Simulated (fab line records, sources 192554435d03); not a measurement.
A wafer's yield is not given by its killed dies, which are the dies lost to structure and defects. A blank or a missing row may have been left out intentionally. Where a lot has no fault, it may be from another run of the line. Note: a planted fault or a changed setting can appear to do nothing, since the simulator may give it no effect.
Which tool is to blame? :: flow n5_finfet :: Sampling: 11 lots, 32 wafers, 4 of 1938 route steps

WHAT THE GAUGES READ, wafer by wafer
N5_BEOL_M6_OCD_MEAS_38.
lot: L452
measured: day 8 09:18
on: ocd-01
trench_depth_nm (nm): 91.1 92.6 91.6

lot: L453
measured: day 8 14:37
on: ocd-02
trench_depth_nm (nm): 97.1 96.1 95.0

lot: L454
measured: day 9 05:40
on: ocd-01
trench_depth_nm (nm): 91.2 93.7 90.9

lot: L456
measured: day 9 05:44
on: ocd-02
trench_depth_nm (nm): 91.6 93.4 90.5

lot: L458
measured: day 9 13:02
on: ocd-01
trench_depth_nm (nm): 96.3 94.7 90.4

lot: L457
measured: day 9 19:17
on: ocd-01
trench_depth_nm (nm): 93.8 94.3

lot: L462
measured: day 11 07:32
on: ocd-01
trench_depth_nm (nm): 95.6 93.8 95.5

lot: L463
measured: day 11 07:39
on: ocd-01
trench_depth_nm (nm): 90.3 94.2 91.4

lot: L470
measured: day 13 08:49
on: ocd-02
trench_depth_nm (nm): 91.2 95.8 94.2

lot: L474
measured: day 14 09:43
on: ocd-02
trench_depth_nm (nm): 96.2 94.5 94.1

lot: L475
measured: day 14 11:56
on: ocd-02
trench_depth_nm (nm): 94.2 94.5 95.1

N5_BEOL_M7_THK_MEAS_01.
lot: L452
measured: day 8 14:50
on: film_metro-01
M7_ILD_THK (nm): 156.5 157.1 158.4

lot: L453
measured: day 8 19:37
on: film_metro-01
M7_ILD_THK (nm): 152.0 155.3 153.4

lot: L454
measured: day 9 08:44
on: film_metro-01
M7_ILD_THK (nm): 155.1 156.8 155.4

lot: L456
measured: day 9 09:05
on: film_metro-01
M7_ILD_THK (nm): 151.0 154.6 156.7

lot: L458
measured: day 9 16:57
on: film_metro-01
M7_ILD_THK (nm): 150.1 155.4 153.4

lot: L457
measured: day 10 01:19
on: film_metro-01
M7_ILD_THK (nm): 156.7 157.3

lot: L462
measured: day 11 11:07
on: film_metro-01
M7_ILD_THK (nm): 152.0 154.0 154.3

lot: L463
measured: day 11 12:11
on: film_metro-01
M7_ILD_THK (nm): 151.6 152.2 134.0

lot: L470
measured: day 13 12:47
on: film_metro-01
M7_ILD_THK (nm): 156.5 153.6 156.3

lot: L474
measured: day 14 13:17
on: film_metro-01
M7_ILD_THK (nm): 151.7 153.8 151.6

lot: L475
measured: day 14 14:53
on: film_metro-01
M7_ILD_THK (nm): 150.9 150.3 155.6

WHAT TOOL EACH LOT RAN ON (gives the tool, then ch and the chambers of the sampled wafers, and finally the start)
lot: L452
N5_BEOL_M6_DEP_56: pecvd-04 ch 0,1,2, day 8 14:07
N5_BEOL_M7_ILD_DEP_00: pecvd-03 ch 1,2, day 8 14:15

lot: L453
N5_BEOL_M6_DEP_56: pecvd-04 ch 0,2, day 8 18:53
N5_BEOL_M7_ILD_DEP_00: pecvd-02 ch 1,2, day 8 19:02

lot: L454
N5_BEOL_M6_DEP_56: pecvd-01 ch 1,2, day 9 07:46
N5_BEOL_M7_ILD_DEP_00: pecvd-02 ch 0,1,2, day 9 07:57

lot: L456
N5_BEOL_M6_DEP_56: pecvd-01 ch 0,2, day 9 08:11
N5_BEOL_M7_ILD_DEP_00: pecvd-02 ch 0,1, day 9 08:30

lot: L458
N5_BEOL_M6_DEP_56: pecvd-01 ch 0,1, day 9 16:14
N5_BEOL_M7_ILD_DEP_00: pecvd-02 ch 0,2, day 9 16:22

lot: L457
N5_BEOL_M6_DEP_56: pecvd-04 ch 2, day 9 23:00
N5_BEOL_M7_ILD_DEP_00: pecvd-04 ch 0,2, day 9 23:09

lot: L462
N5_BEOL_M6_DEP_56: pecvd-04 ch 0,1, day 11 10:08
N5_BEOL_M7_ILD_DEP_00: pecvd-02 ch 0,1, day 11 10:17

lot: L463
N5_BEOL_M6_DEP_56: pecvd-01 ch 1,2, day 11 10:59
N5_BEOL_M7_ILD_DEP_00: pecvd-04 ch 0,1,2, day 11 11:08

lot: L470
N5_BEOL_M6_DEP_56: pecvd-01 ch 0,1,2, day 13 12:05
N5_BEOL_M7_ILD_DEP_00: pecvd-02 ch 0,1,2, day 13 12:13

lot: L474
N5_BEOL_M6_DEP_56: pecvd-01 ch 0,2, day 14 12:34
N5_BEOL_M7_ILD_DEP_00: pecvd-03 ch 0,2, day 14 12:42

lot: L475
N5_BEOL_M6_DEP_56: pecvd-03 ch 1,2, day 14 14:11
N5_BEOL_M7_ILD_DEP_00: pecvd-03 ch 0,1,2, day 14 14:19
- N5_BEOL_M6_DEP_56: deposits SiCN from 3MS/NH3, target thk 10 nm, time 17.5 s.
- N5_BEOL_M7_ILD_DEP_00: deposits SiCOH lowk from DEMS/porogen, target thk 179.75 nm, time 33.4 s.

AS READ BY THE TOOLS THEMSELVES (means over the sampled wafers that have a number; for cases with no such wafer, the mark the record gives instead)
N5_BEOL_M6_DEP_56.
lot: L452
tool: pecvd-04
showerhead_plenum_p_Torr (Torr): 3.666
throttle_valve_pct (%): 8.7

lot: L453
tool: pecvd-04
showerhead_plenum_p_Torr (Torr): 3.675
throttle_valve_pct (%): 8.4

lot: L454
tool: pecvd-01
showerhead_plenum_p_Torr (Torr): 3.664
throttle_valve_pct (%): 8.8

lot: L456
tool: pecvd-01
showerhead_plenum_p_Torr (Torr): 3.657
throttle_valve_pct (%): 9.1

lot: L458
tool: pecvd-01
showerhead_plenum_p_Torr (Torr): 3.664
throttle_valve_pct (%): 8.6

lot: L457
tool: pecvd-04
showerhead_plenum_p_Torr (Torr): 3.683
throttle_valve_pct (%): 8.6

lot: L462
tool: pecvd-04
showerhead_plenum_p_Torr (Torr): 3.645
throttle_valve_pct (%): 9.1

lot: L463
tool: pecvd-01
showerhead_plenum_p_Torr (Torr): 3.665
throttle_valve_pct (%): 8.9

lot: L470
tool: pecvd-01
showerhead_plenum_p_Torr (Torr): 3.660
throttle_valve_pct (%): 8.9

lot: L474
tool: pecvd-01
showerhead_plenum_p_Torr (Torr): 3.669
throttle_valve_pct (%): 9.2

lot: L475
tool: pecvd-03
showerhead_plenum_p_Torr (Torr): 3.666
throttle_valve_pct (%): 9.1

N5_BEOL_M7_ILD_DEP_00.
lot: L452
tool: pecvd-03
heater_power_outer_w (W): 123
heater_power_w (W): 263
showerhead_plenum_p_Torr (Torr): 5.730
susceptor_temp_C (C): 300.02
throttle_valve_pct (%): 14.6

lot: L453
tool: pecvd-02
heater_power_outer_w (W): 178
heater_power_w (W): 350
showerhead_plenum_p_Torr (Torr): 5.742
susceptor_temp_C (C): 299.95
throttle_valve_pct (%): 14.2

lot: L454
tool: pecvd-02
heater_power_outer_w (W): 141
heater_power_w (W): 315
showerhead_plenum_p_Torr (Torr): 5.743
susceptor_temp_C (C): 299.85
throttle_valve_pct (%): 14.8

lot: L456
tool: pecvd-02
heater_power_outer_w (W): 117
heater_power_w (W): 299
showerhead_plenum_p_Torr (Torr): 5.737
susceptor_temp_C (C): 300.22
throttle_valve_pct (%): 15.1

lot: L458
tool: pecvd-02
heater_power_outer_w (W): 148
heater_power_w (W): 317
showerhead_plenum_p_Torr (Torr): 5.745
susceptor_temp_C (C): 300.07
throttle_valve_pct (%): 14.8

lot: L457
tool: pecvd-04
heater_power_outer_w (W): 172
heater_power_w (W): 357
showerhead_plenum_p_Torr (Torr): 5.747
susceptor_temp_C (C): 300.20
throttle_valve_pct (%): 13.1

lot: L462
tool: pecvd-02
heater_power_outer_w (W): 136
heater_power_w (W): 323
showerhead_plenum_p_Torr (Torr): 5.741
susceptor_temp_C (C): 300.19
throttle_valve_pct (%): 15.3

lot: L463
tool: pecvd-04
heater_power_outer_w (W): 169
heater_power_w (W): 350
showerhead_plenum_p_Torr (Torr): 5.739
susceptor_temp_C (C): 309.14
throttle_valve_pct (%): 13.3

lot: L470
tool: pecvd-02
heater_power_outer_w (W): 145
heater_power_w (W): 321
showerhead_plenum_p_Torr (Torr): 5.738
susceptor_temp_C (C): 299.92
throttle_valve_pct (%): 14.8

lot: L474
tool: pecvd-03
heater_power_outer_w (W): 107
heater_power_w (W): 247
showerhead_plenum_p_Torr (Torr): 5.738
susceptor_temp_C (C): 300.37
throttle_valve_pct (%): 13.8

lot: L475
tool: pecvd-03
heater_power_outer_w (W): 131
heater_power_w (W): 272
showerhead_plenum_p_Torr (Torr): 5.743
susceptor_temp_C (C): 299.80
throttle_valve_pct (%): 14.4

THE ANSWER, worked out from the rows above alone
Rule: the lots themselves supply what counts as usual. Put in order of their means at a reading, lots are off if they are a third of the lots or fewer, leave a main group of 4 or more, and stand apart from it by a gap of 3 or more times the standard deviation of the main group's means; of several such gaps the widest counts. Not used: any main group whose means are identical at the precision the tables above print for the reading. A lot without any number at a reading at which 4 lots or more have one is off too. Any other lot the step has rows for is counted as sound. First the gauges in route order, then the tools' own readings, where a lot's mean is used as printed above. The first step at which some lot is off is used, and at that step the reading that is off furthest; a lot without a number counts as furthest.
Off: at N5_BEOL_M7_THK_MEAS_01 (M7_ILD_THK), L463. Main group: mean 154.4 nm, sd 1.8.
If a tool, at a process step before that reading, ran all the lots that are off and no sound lot after the first of them, it fits. Not tried: the gauges at N5_BEOL_M7_THK_MEAS_01; whatever is off there is also off at N5_BEOL_M7_ILD_DEP_00, on other tools, and gauge error can't account for it. One candidate fits, namely pecvd-04 at N5_BEOL_M7_ILD_DEP_00. Its last sound lot is L457 (day 9 23:09), its first lot that is off L463 (day 11 11:08): a fault that began between those two fits.
The tool's own readings at N5_BEOL_M7_ILD_DEP_00 bear it out: on the lots that are off they differ by more than 5 times the standard deviation of the sound lots' means. susceptor_temp_C reads 309.14 C there against 300.06 C on the sound lots.

WHAT HAD BEEN PUT IN BY THE SIMULATOR
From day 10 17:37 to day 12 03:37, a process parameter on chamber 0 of pecvd-04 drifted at N5_BEOL_M7_ILD_DEP_00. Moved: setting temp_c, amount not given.
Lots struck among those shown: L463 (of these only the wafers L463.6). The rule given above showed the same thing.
